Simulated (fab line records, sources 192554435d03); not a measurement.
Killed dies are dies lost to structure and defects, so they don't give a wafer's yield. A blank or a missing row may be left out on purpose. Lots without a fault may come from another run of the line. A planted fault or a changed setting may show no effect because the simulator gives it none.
Which tool did it? | flow n5_finfet | 12 lots, 36 wafers sampled, at 1 step of a route of 1938

WHAT THE GAUGES READ, wafer by wafer
N5_BEOL_M12_CD_MEAS_28: target cd 160.2 nm.
lot  | measured     | on        | cd_nm (nm)
L074 | day 12 04:44 | cd_sem-03 | 161.5 160.3 160.3
L078 | day 12 13:14 | cd_sem-01 | 160.5 160.3 160.2
L080 | day 13 02:58 | cd_sem-03 | 160.5 160.9 160.8
L081 | day 13 13:25 | cd_sem-02 | 159.9 160.9 161.2
L083 | day 14 13:02 | cd_sem-03 | 159.3 158.5 160.8
L086 | day 14 15:34 | cd_sem-01 | 161.6 160.3 160.0
L087 | day 15 15:19 | cd_sem-03 | 160.9 159.9 160.0
L091 | day 16 07:52 | cd_sem-03 | 157.4 159.1 157.5
L093 | day 16 08:43 | cd_sem-02 | 158.9 159.3 161.3
L092 | day 16 19:40 | cd_sem-02 | 160.6 159.8 159.1
L096 | day 17 19:20 | cd_sem-01 | 159.0 158.7 158.9
L097 | day 18 00:12 | cd_sem-01 | 159.8 160.3 159.3

WHICH TOOL RAN EACH LOT (tool, then ch and the chambers of the sampled wafers, then the start)
The record holds no process step before these readings.

THE ANSWER, worked out from the rows above alone
Rule: what is usual is taken from the lots themselves. Put in order of their means at a reading, lots are off if they are a third of the lots or fewer, leave a main group of 4 or more, and stand apart from it by a gap of 3 or more times the standard deviation of the main group's means; of several such gaps the widest counts. A main group whose means are all the same, to the digits that the tables above print for the reading, isn't used. A lot without any number at a reading at which 4 lots or more have one is off too. The other lots that the step has rows for count as sound.
No lot is off at any reading shown: from this, nothing can be told.

WHAT THE SIMULATOR HAD PUT IN
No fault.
